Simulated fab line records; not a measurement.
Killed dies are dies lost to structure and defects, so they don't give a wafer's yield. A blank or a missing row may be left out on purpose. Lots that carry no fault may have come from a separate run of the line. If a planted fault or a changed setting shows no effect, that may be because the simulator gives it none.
Which tool is to blame? -- flow nand-harc -- at 1 step of a route of 1159, 6 lots with 18 wafers sampled

WHAT THE GAUGES READ, wafer by wafer
NHARC_P_GATE_CD_MEAS_33.
lot,measured,on,cd-nm (nm)
L394,day 5 06:25,cd-sem-03,115.7 116.2 116.5
L396,day 5 20:37,cd-sem-03,124.1 122.2 124.0
L399,day 6 05:57,cd-sem-01,117.7 118.0 115.9
L404,day 7 23:35,cd-sem-02,123.9 118.1 116.6
L406,day 8 08:40,cd-sem-01,121.6 113.5 119.6
L410,day 9 04:56,cd-sem-01,122.2 119.9 120.5

TOOL THAT RAN EACH LOT (tool first, then ch and the chambers of the sampled wafers, then the start)
No process step before these readings appears in the record.

THE ANSWER, worked out from the rows above alone
Rule: what is usual is taken from the lots themselves. The widest of any qualifying gaps counts: lots, ordered by their means at a reading, are off when they make up no more than a third of the lots, leave a main group of 4 or more, and stand apart from it by 3 or more times the standard deviation of that group's means. The tables above print the reading to a certain number of digits; a main group whose means all agree to those digits is not used. A lot without any number at a reading at which 4 lots or more have one is off too. All remaining lots with rows at the step are treated as sound.
None of the lots is off at any reading shown; this tells nothing.

WHAT THE SIMULATOR HAD INSERTED
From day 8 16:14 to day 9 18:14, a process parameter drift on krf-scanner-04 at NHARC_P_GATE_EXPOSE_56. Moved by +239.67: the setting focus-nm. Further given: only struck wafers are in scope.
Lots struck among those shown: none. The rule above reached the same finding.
